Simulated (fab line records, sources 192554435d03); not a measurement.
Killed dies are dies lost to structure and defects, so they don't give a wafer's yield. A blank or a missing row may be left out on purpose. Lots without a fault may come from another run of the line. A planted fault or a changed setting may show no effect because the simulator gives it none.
fab line records | flow n5_finfet
record lots=10 wafers=30 last_day=17
route steps=1938 shown BEOL_M13@1714 BEOL_M14@1730 PASSIVATION@1936
lots that met no fault: from a run of the same line without faults
start_h: hours from the record's first day to the start of the lot's first wafer shown | wait_h: hours since the lot's step before | " the same as in the row above | L1.1+2: a row that stands for several wafers | - no value, or no start given | * or withheld: withheld | < > ~ a bound
route shown NAME@n: a module of which the file shows steps, and the number in the route of the first | usual: mean/standard deviation of fault-free wafers | same: alike in all rows | chamber/n: place in a boat | sites: the reading at each site | _std_site: their standard deviation | _edge_site: outer sites' mean less inner sites' | radius_mm: how far each site lies from the wafer's centre | mask NAME#n: copy n | behind: the tool/chamber that last shaped the wafer | hold: why the lot was held/for how many hours/how that ended | device: the transistor (n, p or np) that didn't switch | end of line: the same wafers' tests at the end of the route | a step without rows: its recipe alone | killed: dies lost to structure and defects at the first sort, not the wafer's yield | map: a wafer's dies, x killed, . not, _ none there
set.NAME: the setting as run; set.NAME@STEP: as run at that earlier step | model.NAME: the simulator's own value behind a step, which no gauge read
steps of the route over a sample of lots; a table a step, a row a wafer
services: from which hour (start_h, from the record's first day; less than 0 if before it) a tool's chamber was out of use, for how many hours, and why
## steps
# step N5_BEOL_M13_RS_MEAS_54
# recipe thk_meas_gauge=four-point-probe reads=Cu_of_BEOL_M13_ECD_47+Ta_of_BEOL_M13_SPUTTER_44+TaN_of_BEOL_M13_SPUTTER_43
# usual M13_RS=0.0449/0.00064
# columns lot.wafer tool chamber start_h wait_h M13_RS[ohm/sq]
L977.3 film_metro-02 - 260.62 0.1 0.0448
L977.4 " - " " 0.0444
L977.6 " - " " 0.0450
L981.1 film_metro-02 - 277.86 0.0 0.0448
L981.4 " - " " 0.0455
L981.5 " - " " 0.0443
L980.2 film_metro-01 - 279.48 0.1 0.0454
L980.4 " - " " 0.0448
L980.6 " - " " 0.0455
L982.3 film_metro-02 - 283.47 0.1 0.0462
L982.5 " - " " 0.0448
L982.6 " - " " 0.0447
L984.2 film_metro-02 - 313.95 0.1 0.0438
L984.5 " - " " 0.0452
L984.6 " - " " 0.0452
L985.1 film_metro-01 - 320.70 0.0 0.0449
L985.3 " - " " 0.0440
L985.6 " - " " 0.0450
L987.3 film_metro-02 - 329.29 0.1 0.0442
L987.4 " - " " 0.0449
L987.5 " - " " 0.0442
L992.1 film_metro-01 - 345.63 0.0 0.0448
L992.4 " - " " 0.0458
L992.6 " - " " 0.0457
L996.2 film_metro-02 - 381.65 0.1 0.0452
L996.5 " - " " 0.0449
L996.6 " - " " 0.0448
L997.1 film_metro-02 - 385.05 0.0 0.0452
L997.2 " - " " 0.0444
L997.3 " - " " 0.0460
# step N5_BEOL_M14_ETCH_59
# recipe chemistry=N2/H2 target=BARC target_depth_a=890 overetch_a=267 time_s=67.9 ion_energy_ev=200 pressure_mtorr=30 source_w=840 bias_w=150 n2_flow_sccm=200 h2_flow_sccm=200
# usual drypump_motor_current_A=5.8/0.45 n2_flow_sccm=199.9/0.64 oes_product_au=0.67/0.07 rf_vpp_V=522.3/1.3 showerhead_plenum_p_Torr=2.49/0.037 throttle_valve_pct=17.87/0.24
# columns lot.wafer tool chamber start_h wait_h drypump_motor_current_A n2_flow_sccm oes_product_au rf_hours_counter_h rf_vpp_V showerhead_plenum_p_Torr throttle_valve_pct
L977.3 rie_diel-02 2 261.43 0.0 6.0 201.6 0.62 199 522.9 2.53 18.37
L977.4 " 3 " " 6.1 200.8 0.64 144 523.7 2.55 17.81
L977.6 " 0 " " 5.6 197.7 0.65 - 520.8 2.44 17.86
L981.1 rie_diel-01 2 279.38 0.0 5.7 200.6 0.74 49 521.4 2.48 17.87
L981.4 " 1 " " 5.7 199.0 0.81 9 522.4 2.49 17.64
L981.5 " 3 " " 4.8 199.1 0.60 - 523.7 2.50 18.20
L980.2 rie_diel-02 3 280.74 0.0 6.0 200.7 0.63 153 523.0 2.54 17.83
L980.4 " 0 " " 5.6 199.8 0.64 147 521.1 2.44 17.87
L980.6 " 1 " " 6.1 199.3 0.60 - 524.4 2.53 17.81
L982.3 rie_diel-02 1 284.35 0.0 6.1 200.6 0.60 199 523.1 2.53 17.82
L982.5 " 1 " " 6.1 200.3 0.60 - 523.5 2.53 17.81
L982.6 " 2 " " 6.0 200.2 0.61 - 522.3 2.52 18.36
L984.2 rie_diel-02 0 315.15 0.0 5.7 199.6 0.63 159 520.1 2.43 17.88
L984.5 " 1 " " 6.1 200.3 0.59 - 522.4 2.53 17.81
L984.6 " 2 " " 6.0 200.1 0.60 - 523.9 2.52 18.38
L985.1 rie_diel-01 0 321.51 0.0 6.5 200.3 0.69 101 522.0 2.47 17.54
L985.3 " 1 " " 5.8 199.6 0.77 27 523.7 2.49 17.67
L985.6 " 1 " " 5.7 200.5 0.78 - 521.6 2.49 17.68
L987.3 rie_diel-02 3 330.00 0.0 6.1 200.3 0.62 168 522.2 2.54 17.85
L987.4 " 1 " " 6.1 200.2 0.59 214 523.3 2.53 17.85
L987.5 " 0 " " 5.6 200.1 0.63 - 521.6 2.43 17.91
L992.1 rie_diel-02 1 346.44 0.0 6.1 200.5 0.58 221 523.5 2.53 17.84
L992.4 " 0 " " 5.6 199.4 0.63 170 519.6 2.43 17.92
L992.6 " 1 " " 6.1 200.4 0.58 - 523.4 2.52 17.84
L996.2 rie_diel-01 1 382.47 0.0 5.8 199.2 0.75 53 522.3 2.48 17.73
L996.5 " 2 " " 5.7 200.5 0.69 - 521.1 2.46 17.94
L996.6 " 3 " " 4.8 199.9 0.78 - 524.3 2.49 17.83
L997.1 rie_diel-01 0 386.66 0.0 6.5 199.6 0.66 129 521.4 2.46 17.60
L997.2 " 2 " " 5.7 199.8 0.69 96 522.0 2.46 17.94
L997.3 " 1 " " 5.7 199.6 0.73 55 520.8 2.48 17.73
# step N5_BEOL_M14_INSPECT_30
# recipe mode=adi inspect_instrument=macro
# usual raw_defect_count=2.0/1.3
# columns lot.wafer tool chamber start_h wait_h raw_defect_count
L977.3 defect_inspect-02 - 262.21 0.0 2
L977.4 " - " " 2
L977.6 " - " " 3
L981.1 defect_inspect-01 - 280.16 0.0 1
L981.4 " - " " 1
L981.5 " - " " 1
L980.2 defect_inspect-02 - 281.66 0.0 2
L980.4 " - " " 0
L980.6 " - " " 1
L982.3 defect_inspect-01 - 285.13 0.0 2
L982.5 " - " " 2
L982.6 " - " " 0
L984.2 defect_inspect-01 - 316.01 0.0 >300
L984.5 " - " " >300
L984.6 " - " " 298
L985.1 defect_inspect-02 - 322.43 0.0 2
L985.3 " - " " 3
L985.6 " - " " 3
L987.3 defect_inspect-01 - 330.78 0.0 294
L987.4 " - " " >300
L987.5 " - " " 293
L992.1 defect_inspect-02 - 347.22 0.0 >300
L992.4 " - " " >300
L992.6 " - " " 280
L996.2 defect_inspect-02 - 383.38 0.0 1
L996.5 " - " " 4
L996.6 " - " " 2
L997.1 defect_inspect-02 - 387.45 0.0 2
L997.2 " - " " 0
L997.3 " - " " 1
# step N5_BEOL_M14_ETCH_68
# recipe chemistry=N2/H2 target=SOC mask_material=SiARC source_w=3000 bias_w=350 temp_c=40 time_s=450 ion_energy_ev=200 pressure_mtorr=30 n2_flow_sccm=200 h2_flow_sccm=200
# usual drypump_motor_current_A=5.7/0.46 n2_flow_sccm=200.0/0.59 oes_product_au=0.81/0.098 rf_vpp_V=522.1/1.3 showerhead_plenum_p_Torr=2.48/0.036 throttle_valve_pct=17.70/0.26
# columns lot.wafer tool chamber start_h wait_h drypump_motor_current_A n2_flow_sccm oes_product_au rf_hours_counter_h rf_vpp_V showerhead_plenum_p_Torr throttle_valve_pct
L977.3 rie_diel-02 0 262.51 0.1 5.7 200.2 0.77 139 520.7 2.44 17.73
L977.4 " 3 " " 6.1 199.8 0.75 145 524.2 2.55 17.70
L977.6 " 3 " " 6.1 200.4 0.75 - 523.5 2.55 17.70
L981.1 rie_diel-01 2 281.00 0.1 5.7 200.6 0.88 49 522.1 2.48 17.76
L981.4 " 3 " " 4.8 199.6 0.70 238 522.5 2.50 18.08
L981.5 " 1 " " 5.7 199.5 0.96 - 523.7 2.49 17.55
L980.2 rie_diel-05 1 282.14 0.1 6.0 200.2 0.90 27 522.5 2.48 17.35
L980.4 " 0 " " 5.1 200.7 0.94 10 522.2 2.50 17.39
L980.6 " 2 " " 5.1 199.6 0.69 - 520.1 2.42 17.97
L982.3 rie_diel-05 1 285.50 0.1 6.0 200.2 0.89 29 522.0 2.48 17.36
L982.5 " 0 " " 5.1 199.8 0.93 - 521.5 2.50 17.39
L982.6 " 1 " " 6.0 201.0 0.89 - 521.9 2.48 17.37
L984.2 rie_diel-01 1 316.40 0.1 5.7 200.3 0.93 24 524.0 2.49 17.57
L984.5 " 0 " " 6.5 199.6 0.80 - 521.9 2.47 17.43
L984.6 " 1 " " 5.7 199.7 0.91 - 522.1 2.49 17.56
L985.1 rie_diel-02 1 322.65 0.1 6.1 200.7 0.69 213 521.9 2.53 17.72
L985.3 " 0 " " 5.7 200.2 0.74 162 521.5 2.43 17.81
L985.6 " 1 " " 6.1 199.9 0.68 - 522.2 2.53 17.72
L987.3 rie_diel-05 1 331.00 0.1 6.0 199.5 0.86 46 522.4 2.47 17.38
L987.4 " 3 " " 5.8 199.5 0.98 5 522.9 2.49 17.77
L987.5 " 2 " " 5.2 198.0 0.67 - 520.4 2.41 18.00
L992.1 rie_diel-05 1 347.43 0.1 6.0 200.7 0.84 53 521.8 2.47 17.40
L992.4 " 2 " " 5.1 199.8 0.67 240 519.7 2.41 18.02
L992.6 " 2 " " 5.1 199.8 0.66 - 519.8 2.41 18.02
L996.2 rie_diel-01 2 384.52 0.1 5.7 199.2 0.82 95 520.8 2.46 17.84
L996.5 " 0 " " 6.5 200.2 0.78 - 519.9 2.46 17.49
L996.6 " 3 " " 4.8 199.6 0.91 - 522.1 2.49 17.73
L997.1 rie_diel-05 3 388.46 0.1 5.7 200.2 0.91 27 521.1 2.48 17.82
L997.2 " 0 " " 5.1 201.7 0.85 53 522.7 2.48 17.49
L997.3 " 1 " " 6.0 200.0 0.83 70 521.2 2.46 17.44
# step N5_BEOL_M14_PRE_CLEAN_42
# recipe gas=H2/He time_s=30 temp_c=300
# usual heater_power_w=467/56
# columns lot.wafer tool chamber start_h wait_h heater_power_w
L977.3 pvd_sputter-01 - 265.14 0.0 484
L977.4 " - " " 529
L977.6 " - " " 518
L981.1 pvd_sputter-01 - 282.51 0.0 491
L981.4 " - " " 354
L981.5 " - " " 529
L980.2 pvd_sputter-03 - 283.03 0.0 472
L980.4 " - " " 509
L980.6 " - " " 422
L982.3 pvd_sputter-03 - 290.68 0.0 458
L982.5 " - " " 475
L982.6 " - " " 528
L984.2 pvd_sputter-01 - 320.56 0.0 483
L984.5 " - " " 481
L984.6 " - " " 342
L985.1 pvd_sputter-02 - 323.68 0.0 412
L985.3 " - " " 487
L985.6 " - " " 526
L987.3 pvd_sputter-02 - 332.87 0.0 490
L987.4 " - " " 526
L987.5 " - " " 528
L992.1 pvd_sputter-02 - 349.99 0.0 495
L992.4 " - " " 516
L992.6 " - " " 526
L996.2 pvd_sputter-03 - 386.79 0.0 471
L996.5 " - " " 527
L996.6 " - " " 469
L997.1 pvd_sputter-01 - 392.40 0.0 478
L997.2 " - " " 336
L997.3 " - " " 532
# step N5_PASSIVATION_PROBE_49
# usual defect_limited_yield=91.2/1.6 killed_at_M0_to_M3=33/11 killed_at_M4_up=15/6.2 killed_at_contacts=15/7.1 killed_at_front_end=38/12 killed_at_other=4/3.5 killed_dies=104/19 killed_on_rim=14/4 killed_open=69/14 killed_short=34/8.5 sort_bin_5_function=5.2/0.99 sort_bin_6_memory=3.3/0.77 sort_n_pass=1076/19 sort_yield_pct=91.2/1.6
# same gross_dies=1180 killed_at_back_side=0 sort_bin_4_leakage[%]=0 sort_bin_8_speed[%]=0
# columns lot.wafer tool chamber start_h wait_h defect_limited_yield[%] killed_at_M0_to_M3 killed_at_M4_up killed_at_contacts killed_at_front_end killed_at_other killed_dies killed_on_rim killed_open killed_short sort_bin_5_function[%] sort_bin_6_memory[%] sort_n_pass sort_yield_pct[%]
L984.2 prober-01 - 343.91 0.1 84.2 36 107 19 22 2 186 33 70 28 9.5 4.4 994 84.2
L984.5 prober-01 - 344.06 0.2 86.6 29 85 20 24 0 158 25 61 23 8.4 3.5 1022 86.6
L984.6 prober-01 - 344.11 0.3 85.3 25 99 16 25 8 173 27 67 28 9.9 3.2 1007 85.3
L987.3 prober-01 - 354.86 0.1 86.0 24 93 9 34 5 165 29 54 29 9.0 3.7 1015 86.0
L987.4 prober-01 - 354.91 0.2 86.8 30 79 10 33 4 156 24 62 26 8.3 3.1 1024 86.8
L987.5 prober-01 - 354.96 0.2 86.5 24 89 7 27 12 159 23 60 24 8.6 3.2 1021 86.5
L992.1 prober-01 - 374.39 0.0 86.5 33 90 10 24 2 159 27 55 31 8.8 3.6 1021 86.5
L992.4 prober-01 - 374.54 0.2 88.0 23 86 12 19 2 142 25 37 26 8.1 2.3 1038 88.0
L992.6 prober-01 - 374.64 0.3 87.1 30 83 8 28 3 152 29 52 29 8.6 3.7 1028 87.1
# killed by level:class
L984.2 BEOL_M14:unspecified=85 MOL_CONTACT_COAG:geometric_particle:open=12 BEOL_M2:geometric_particle:open=12 BEOL_M0_SAQP:geometric_particle:open=8 BEOL_M4:geometric_particle:open=8 MOL_CONTACT_COAG:geometric_particle:short=7 BEOL_M3:geometric_particle:open=6 BEOL_M0_SAQP:geometric_particle:short=5
L984.5 BEOL_M14:unspecified=73 MOL_CONTACT_COAG:geometric_particle:open=16 BEOL_M2:geometric_particle:open=12 GATE_CUT:geometric_particle:short=5 BEOL_M0_SAQP:geometric_particle:open=5 BEOL_M4:geometric_particle:open=5 MOL_CONTACT_COAG:geometric_particle:short=4 BEOL_M3:geometric_particle:open=4
L984.6 BEOL_M14:unspecified=77 MOL_CONTACT_COAG:geometric_particle:open=14 BEOL_M4:geometric_particle:open=9 BEOL_M2:geometric_particle:open=8 GATE_CUT:geometric_particle:short=6 BEOL_M0_SAQP:geometric_particle:short=6 FIN_SAQP:geometric_particle:open=5 BEOL_M0_SAQP:geometric_particle:open=5
L987.3 BEOL_M14:unspecified=82 STI_FIN_REVEAL:geometric_particle:open=10 MOL_CONTACT_COAG:geometric_particle:open=8 BEOL_M2:geometric_particle:open=8 GATE_CUT:geometric_particle:short=5 BEOL_M1:geometric_particle:open=4 BEOL_M3:geometric_particle:open=4 FIN_CUT:geometric_particle:short=3
L987.4 BEOL_M14:unspecified=68 BEOL_M2:geometric_particle:open=11 BEOL_M3:geometric_particle:open=9 FIN_SAQP:geometric_particle:open=7 MOL_CONTACT_COAG:geometric_particle:open=7 BEOL_M4:geometric_particle:open=6 GATE_CUT:geometric_particle:short=5 STI_FIN_REVEAL:geometric_particle:open=4
L987.5 BEOL_M14:unspecified=75 STI_FIN_REVEAL:geometric_particle:open=8 BEOL_M3:geometric_particle:open=7 BEOL_M2:geometric_particle:open=7 GATE_CUT:geometric_particle:short=6 MOL_CONTACT_COAG:geometric_particle:open=6 BEOL_M0_SAQP:geometric_particle:short=5 BEOL_M6:geometric_particle:open=4
L992.1 BEOL_M14:unspecified=73 BEOL_M4:geometric_particle:open=11 BEOL_M0_SAQP:geometric_particle:short=10 MOL_CONTACT_COAG:geometric_particle:open=8 BEOL_M0_SAQP:geometric_particle:open=8 FIN_SAQP:geometric_particle:short=7 BEOL_M1:geometric_particle:open=7 DUMMY_GATE:geometric_particle:open=5
L992.4 BEOL_M14:unspecified=76 MOL_CONTACT_COAG:geometric_particle:open=11 BEOL_M0_SAQP:geometric_particle:short=9 BEOL_M2:geometric_particle:open=5 STI_FIN_REVEAL:geometric_particle:open=4 BEOL_M2:geometric_particle:short=4 STARTING-WAFER:geometric_particle:open=4 FIN_SAQP:geometric_particle:short=3
L992.6 BEOL_M14:unspecified=70 BEOL_M0_SAQP:geometric_particle:open=9 MOL_CONTACT_COAG:geometric_particle:open=8 STI_FIN_REVEAL:geometric_particle:open=7 BEOL_M0_SAQP:geometric_particle:short=7 FIN_SAQP:geometric_particle:short=6 BEOL_M0:geometric_particle:open=5 STARTING-WAFER:geometric_particle:short=5
## services
# columns tool chamber start_h hours kind
rie_diel-05 3 265.74 - clean
rie_diel-05 3 265.74 - consumable_replace:focus_ring
rie_diel-05 3 265.74 15.5 scheduled_down
rie_diel-05 3 265.74 15.5 vent_cycle
rie_diel-05 - 271.96 10.0 pm
rie_diel-05 3 292.57 28.2 repair
rie_diel-01 3 306.54 - clean
rie_diel-01 3 306.54 - consumable_replace:focus_ring
rie_diel-01 3 306.54 32.1 scheduled_down
rie_diel-01 3 306.54 32.1 vent_cycle
rie_diel-05 - 311.93 2.8 pm
pvd_sputter-03 - 316.18 2.9 repair
rie_diel-05 3 321.20 7.7 repair
rie_diel-01 3 343.36 5.8 repair
rie_diel-02 1 374.63 3.0 repair
rie_diel-05 2 376.75 - clean
rie_diel-05 2 376.75 - consumable_replace:focus_ring
rie_diel-05 2 376.75 - consumable_replace:showerhead
rie_diel-05 2 376.75 20.6 scheduled_down
rie_diel-05 2 376.75 20.6 vent_cycle
rie_diel-02 - 380.59 14.6 pm
rie_diel-05 1 388.94 7.3 repair
## key
first_sign step=N5_BEOL_M14_INSPECT_30 reading=raw_defect_count direction=up sigmas=99+ usual=2.0 struck=>296.1
effect step=N5_PASSIVATION_PROBE_49 reading=killed_at_M4_up direction=up sigmas=12 usual=15 struck=90
more_kills_born_at N5_BEOL_M14_ETCH_59@rie_diel-02=679
met_at N5_BEOL_M14_ETCH_59
struck_lots L984,L987,L992
not_acting_at N5_BEOL_M13_RS_MEAS_54,N5_BEOL_M14_ETCH_68,N5_BEOL_M14_PRE_CLEAN_42
onset_between 284.35 315.15
fault kind=chamber_particle_source tool=rie_diel-02 chamber=- onset_h=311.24 steps=N5_BEOL_M14_ETCH_59 rate_per_visit_cm2=0.48535 end_h=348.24
